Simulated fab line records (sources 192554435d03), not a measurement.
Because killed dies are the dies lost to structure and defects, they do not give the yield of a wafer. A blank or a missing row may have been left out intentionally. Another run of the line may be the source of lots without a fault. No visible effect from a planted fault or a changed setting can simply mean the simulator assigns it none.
fab line records	flow n5_finfet	part 2 of 2: steps 5 to 6 of 6
[record] lots = 21	wafers = 63	last_day = 17
route steps=1938 shown HKMG_FIN@405 GATE_CUT@469
lots untouched by any fault: they come from a run of this same line in which no faults occurred
start_h: the number of hours between the record's first day and the start of the first shown wafer of the lot	wait_h: hours since the lot's step before	" unchanged from the row above	L1.1+2: a single row standing in for several wafers	- either no value or no given start	* or withheld: withheld	< > ~ a bound
route shown NAME@n: NAME is a module with steps in the file, n the number in the route of the first one	usual: the fault-free wafers' mean and standard deviation	same: alike in all rows	chamber/n: place in a boat	sites: each site's reading	_std_site: how widely they spread, as a standard deviation	_edge_site: the outer-site mean with the inner-site mean subtracted	radius_mm: for every site, how far away it sits from the centre of the wafer	mask NAME#n: copy n	behind: tool/chamber where the wafer was last shaped	hold: why the lot was held/for how many hours/how that ended	device: transistor that didn't switch, given as n, p or np	end of line: tests run on the same wafers once the route is complete	where a step has no rows: the recipe by itself	killed: dies lost to structure and defects at the first sort, not the wafer's yield	map: per-die view of a wafer (x killed, . not killed, _ where there is no die)
set.NAME: the setting that was run; set.NAME@STEP: the one run at that earlier step	model.NAME: the simulator's own value behind a step, which no gauge read
one table for each step of the route and one row for each wafer, over a sample of lots
services: the hour from which a tool's chamber was out of use, counted from the record's first day as start_h (under 0 if before that day), plus the number of hours and why
[[steps]]
[step N5_GATE_CUT_ETCH_58]
[recipe] chemistry = CH3F/O2	target = SiNx	target_depth_a = 170	time_s = 128.6	ion_energy_ev = 50	pressure_mtorr = 30	source_w = 415	bias_w = 21	Ar_flow_sccm = 150	CH3F_flow_sccm = 30	O2_flow_sccm = 20
[usual] CH3F_flow_sccm = 29.99/0.093	bias_w = 21.00/0.056	drypump_motor_current_A = 5.9/0.57	oes_product_au = 0.80/0.082	rf_fwd_power_W = 413.6/1.3	rf_vpp_V = 99.1/1	showerhead_plenum_p_Torr = 1.99/0.062	throttle_valve_pct = 16.21/0.24
lot.wafer	tool	chamber	start_h	wait_h	CH3F_flow_sccm	bias_w	drypump_motor_current_A	oes_product_au	rf_fwd_power_W	rf_hours_counter_h	rf_vpp_V	showerhead_plenum_p_Torr	throttle_valve_pct
L075.2	rie_diel-02	0	86.86	0.0	30.03	21.02	5.6	0.70	413.5	218	100.3	2.05	16.57
L075.5	"	3	"	"	29.97	21.01	6.0	0.74	414.0	-	98.7	2.00	16.57
L075.6	"	0	"	"	29.93	21.03	5.6	0.70	411.7	-	99.7	2.05	16.58
L076.3	rie_diel-01	0	91.74	0.2	30.02	21.03	5.1	0.95	415.5	9	98.7	1.95	15.81
L076.4	"	1	"	"	29.79	21.01	6.3	0.91	413.2	15	98.0	2.06	16.38
L076.6	"	0	"	"	30.10	21.02	5.1	0.95	412.8	-	99.6	1.95	15.82
L077.2	rie_diel-01	1	98.61	0.0	29.96	20.97	6.4	0.90	411.1	17	99.1	2.06	16.39
L077.4	"	2	"	"	29.84	21.01	6.8	0.81	415.1	99	98.9	1.93	15.83
L077.6	"	0	"	"	30.03	20.99	5.1	0.94	414.7	-	98.6	1.95	15.82
L074.1	rie_diel-04	0	99.44	0.0	30.05	20.91	6.1	0.75	413.9	155	100.3	2.08	16.35
L074.3	"	2	"	"	30.06	21.08	5.7	0.75	413.1	141	98.6	1.91	16.06
L074.5	"	1	"	"	30.06	20.93	5.0	0.94	412.4	-	99.5	2.06	16.22
L078.4	rie_diel-02	0	105.72	0.1	30.03	21.01	5.5	0.68	412.3	-	98.1	2.05	16.58
L078.5	"	1	"	"	29.99	20.99	5.4	0.77	413.8	-	99.2	2.01	16.25
L078.6	"	3	"	"	29.87	20.93	6.0	0.72	412.5	-	98.3	2.00	16.60
L079.1	rie_diel-02	1	110.50	0.2	29.82	21.04	5.4	0.78	414.1	143	97.6	2.01	16.24
L079.3	"	3	"	"	30.03	20.97	6.0	0.72	413.7	152	99.1	2.00	16.59
L079.5	"	0	"	"	29.98	21.09	5.6	0.69	413.8	-	99.6	2.05	16.59
L080.2	rie_diel-01	0	117.31	0.0	29.91	20.98	5.1	0.93	414.6	16	98.8	1.95	15.84
L080.3	"	2	"	"	29.87	20.99	6.8	0.80	414.9	105	99.0	1.92	15.86
L080.6	"	3	"	"	29.99	21.12	6.3	0.74	414.4	-	99.7	1.99	16.03
L081.1	rie_diel-02	0	123.17	0.0	29.95	21.00	5.6	0.69	414.3	231	100.2	2.05	16.61
L081.4	"	1	"	"	29.83	20.99	5.3	0.76	415.6	-	98.3	2.00	16.26
L081.5	"	0	"	"	30.04	21.07	5.6	0.69	413.8	-	99.2	2.05	16.61
L082.2	rie_diel-04	1	134.86	0.1	30.06	20.90	5.0	0.91	412.9	17	98.0	2.05	16.24
L082.4	"	2	"	"	29.79	20.97	5.7	0.75	413.6	-	97.2	1.91	16.10
L082.5	"	1	"	"	30.18	20.95	5.0	0.92	413.9	-	100.1	2.05	16.23
L084.1	rie_diel-04	0	145.05	0.0	29.97	20.94	6.1	0.74	412.6	164	100.1	2.08	16.39
L084.2	"	2	"	"	29.98	21.02	5.7	0.73	412.2	157	99.4	1.91	16.11
L084.4	"	3	"	"	29.98	21.00	6.7	0.81	413.9	122	97.3	1.92	16.01
L085.2	rie_diel-04	0	151.11	0.0	29.98	21.02	6.1	0.75	414.4	166	101.0	2.08	16.40
L085.3	"	3	"	"	29.94	21.04	6.7	0.82	415.3	124	98.4	1.92	16.01
L085.6	"	0	"	"	29.96	20.97	6.1	0.73	414.5	-	100.8	2.08	16.37
L086.2	rie_diel-04	1	159.73	0.1	29.86	21.10	5.0	0.89	412.3	27	99.2	2.05	16.25
L086.4	"	2	"	"	29.98	21.06	5.7	0.73	413.0	162	99.9	1.91	16.11
L086.5	"	2	"	"	29.94	21.08	5.7	0.73	411.8	-	98.8	1.91	16.12
L089.2	rie_diel-04	3	171.55	0.1	29.93	20.91	6.7	0.81	415.2	130	99.3	1.92	16.03
L089.5	"	2	"	"	30.11	20.99	5.7	0.73	411.1	-	98.3	1.90	16.12
L089.6	"	1	"	"	29.92	20.90	5.0	0.88	416.7	-	99.3	2.05	16.25
L090.2	rie_diel-02	2	179.74	0.0	30.02	21.08	6.2	0.90	414.6	19	99.1	2.13	16.04
L090.3	"	1	"	"	29.97	21.10	5.4	0.76	412.9	161	100.2	2.00	16.29
L090.5	"	2	"	"	30.00	21.08	6.2	0.90	414.0	-	99.2	2.13	16.05
L091.2	rie_diel-04	2	184.15	0.0	30.28	21.01	5.7	0.72	414.3	169	98.3	1.90	16.14
L091.5	"	1	"	"	29.97	20.99	5.0	0.87	413.0	-	99.3	2.05	16.25
L091.6	"	2	"	"	30.16	20.97	5.7	0.73	411.1	-	98.0	1.90	16.15
L092.2	rie_diel-02	3	187.93	0.0	30.08	21.08	6.0	0.70	415.4	181	100.6	1.99	16.65
L092.4	"	2	"	"	30.11	20.98	6.2	0.89	413.5	22	100.3	2.12	16.07
L092.5	"	0	"	"	30.02	21.03	5.5	0.97	412.9	-	100.2	2.04	16.20
L093.2	rie_diel-01	2	195.43	0.0	30.13	20.99	6.8	0.78	412.0	130	98.0	1.92	15.90
L093.3	"	1	"	"	30.15	20.94	6.3	0.86	412.9	48	101.0	2.05	16.47
L093.6	"	3	"	"	29.90	20.92	6.3	0.72	416.1	-	100.1	1.98	16.06
L094.2	rie_diel-02	0	199.87	0.0	30.17	20.89	5.6	0.94	412.3	3	98.3	2.04	16.19
L094.3	"	3	"	"	30.01	20.95	6.0	0.70	415.2	184	96.3	1.99	16.66
L094.5	"	1	"	"	29.91	20.92	5.4	0.75	412.1	-	100.7	2.00	16.28
L095.2	rie_diel-02	0	208.00	0.0	30.05	21.00	5.6	0.94	411.5	6	99.3	2.04	16.18
L095.4	"	1	"	"	30.09	21.00	5.4	0.74	416.4	170	99.7	2.00	16.30
L095.5	"	1	"	"	30.08	20.94	5.4	0.74	413.2	-	98.3	2.00	16.28
L096.1	rie_diel-01	1	211.93	0.0	30.02	21.02	6.4	0.85	411.9	52	99.6	2.05	16.45
L096.4	"	0	"	"	29.93	21.01	5.1	0.88	413.8	46	96.6	1.94	15.89
L096.6	"	2	"	"	29.84	21.00	6.8	0.77	414.5	-	97.1	1.92	15.90
L097.3	rie_diel-01	2	218.53	0.2	30.10	20.96	6.8	0.77	414.4	137	97.5	1.91	15.91
L097.4	"	1	"	"	30.14	21.05	6.4	0.86	412.4	55	98.4	2.04	16.48
L097.6	"	3	"	"	29.96	20.98	6.2	0.72	414.2	-	97.9	1.98	16.08
[step N5_GATE_CUT_HM_DEP_46]
[recipe] material = SiO2	target_thk_a = 1300	temp_c = 400	precursor = TEOS/O2	pressure_torr = 6.5	rf_w = 900	teos_flow_sccm = 161.4	gas = O2	flow_sccm = 2650	time_s = 26.6
[usual] heater_power_w = 537/73	rf_fwd_power_W = 890/3.6	showerhead_plenum_p_Torr = 8.374/0.025	throttle_valve_pct = 18.4/0.78
lot.wafer	tool	chamber	start_h	wait_h	heater_power_w	rf_fwd_power_W	showerhead_plenum_p_Torr	throttle_valve_pct
L075.2	pecvd-01	0	89.77	0.0	517	884	8.358	18.5
L075.5	"	2	"	"	505	891	8.374	17.4
L075.6	"	1	"	"	503	892	8.311	18.2
L076.3	pecvd-03	2	95.13	0.0	670	883	8.385	17.8
L076.4	"	0	"	"	532	893	8.368	19.0
L076.6	"	2	"	"	661	885	8.354	17.6
L077.2	pecvd-03	1	104.27	0.0	575	890	8.366	19.1
L077.4	"	2	"	"	656	893	8.375	17.9
L077.6	"	0	"	"	463	894	8.409	19.1
L074.1	pecvd-02	2	105.68	0.0	434	894	8.410	18.0
L074.3	"	0	"	"	504	889	8.409	17.1
L074.5	"	2	"	"	442	900	8.407	17.8
L078.4	pecvd-03	1	110.09	0.1	579	891	8.365	19.3
L078.5	"	2	"	"	705	887	8.354	17.8
L078.6	"	0	"	"	480	890	8.384	19.1
L079.1	pecvd-01	0	113.44	0.0	572	887	8.369	18.4
L079.3	"	2	"	"	413	894	8.373	17.5
L079.5	"	0	"	"	568	888	8.352	18.3
L080.2	pecvd-02	2	120.22	0.0	474	890	8.386	17.9
L080.3	"	0	"	"	601	891	8.421	17.3
L080.6	"	0	"	"	597	896	8.406	17.2
L081.1	pecvd-01	2	127.07	0.0	486	890	8.391	17.8
L081.4	"	0	"	"	601	887	8.349	18.5
L081.5	"	2	"	"	484	890	8.383	17.5
L082.2	pecvd-03	2	137.80	0.0	665	886	8.374	18.0
L082.4	"	2	"	"	696	886	8.394	18.0
L082.5	"	0	"	"	390	897	8.407	19.0
L084.1	pecvd-01	0	147.99	0.0	504	886	8.346	18.5
L084.2	"	2	"	"	403	886	8.384	17.6
L084.4	"	0	"	"	520	889	8.322	18.6
L085.2	pecvd-02	0	154.08	0.0	598	892	8.414	17.5
L085.3	"	1	"	"	523	890	8.353	19.8
L085.6	"	2	"	"	389	893	8.394	18.0
L086.2	pecvd-03	0	162.66	0.0	445	891	8.386	19.2
L086.4	"	2	"	"	665	885	8.365	18.0
L086.5	"	0	"	"	449	895	8.403	19.3
L089.2	pecvd-02	2	174.47	0.0	413	894	8.394	17.9
L089.5	"	1	"	"	562	886	8.366	19.9
L089.6	"	2	"	"	422	892	8.409	18.0
L090.2	pecvd-03	0	182.89	0.0	507	893	8.380	19.3
L090.3	"	1	"	"	540	891	8.342	19.5
L090.5	"	2	"	"	685	887	8.388	18.0
L091.2	pecvd-01	2	188.36	0.0	520	893	8.413	18.0
L091.5	"	1	"	"	440	892	8.321	17.9
L091.6	"	2	"	"	545	892	8.392	17.4
L092.2	pecvd-01	2	191.10	0.0	540	890	8.393	17.7
L092.4	"	1	"	"	479	887	8.340	18.3
L092.5	"	0	"	"	642	886	8.371	18.7
L093.2	pecvd-02	0	198.36	0.0	537	890	8.387	17.8
L093.3	"	2	"	"	466	893	8.413	18.4
L093.6	"	2	"	"	465	891	8.409	17.8
L094.2	pecvd-03	1	203.35	0.0	578	887	8.365	19.5
L094.3	"	0	"	"	487	895	8.384	18.9
L094.5	"	2	"	"	608	883	8.392	18.1
L095.2	pecvd-02	2	210.91	0.0	518	894	8.426	18.2
L095.4	"	2	"	"	519	898	8.401	18.2
L095.5	"	1	"	"	588	891	8.340	19.7
L096.1	pecvd-03	2	214.85	0.0	693	881	8.367	17.9
L096.4	"	1	"	"	472	890	8.371	19.2
L096.6	"	0	"	"	449	896	8.386	19.4
L097.3	pecvd-02	2	221.44	0.0	478	893	8.408	18.1
L097.4	"	0	"	"	473	892	8.395	17.7
L097.6	"	2	"	"	492	892	8.388	18.3
[[services]]
tool	chamber	start_h	hours	kind
pecvd-02	1	52.18	3.5	repair
ald_metal-02	-	61.26	0.8	repair
rie_diel-02	3	63.87	10.9	repair
rie_diel-02	3	75.88	2.6	repair
ald_metal-02	3	77.14	10.3	repair
rie_diel-03	0	77.63	53.1	repair
ald_metal-02	-	85.26	8.7	pm
rie_diel-03	2	97.15	3.3	repair
pecvd-01	1	99.56	51.8	repair
rie_diel-06	0	100.78	9.1	repair
ald_metal-02	-	113.07	0.6	repair
rie_diel-04	2	114.20	1.9	repair
rie_diel-06	-	119.48	4.4	repair
rie_diel-06	0	124.63	1.7	repair
rie_diel-04	-	131.63	0.8	repair
rie_diel-04	0	132.51	11.9	repair
ald_metal-02	-	134.71	0.4	repair
pecvd-03	0	147.55	3.9	repair
rie_diel-02	1	156.55	15.9	repair
rie_diel-03	-	158.24	0.4	repair
rie_diel-01	3	165.35	3.0	repair
rie_diel-03	3	168.79	4.2	repair
pecvd-03	-	205.77	3.3	repair
rie_diel-03	0	218.61	7.7	repair
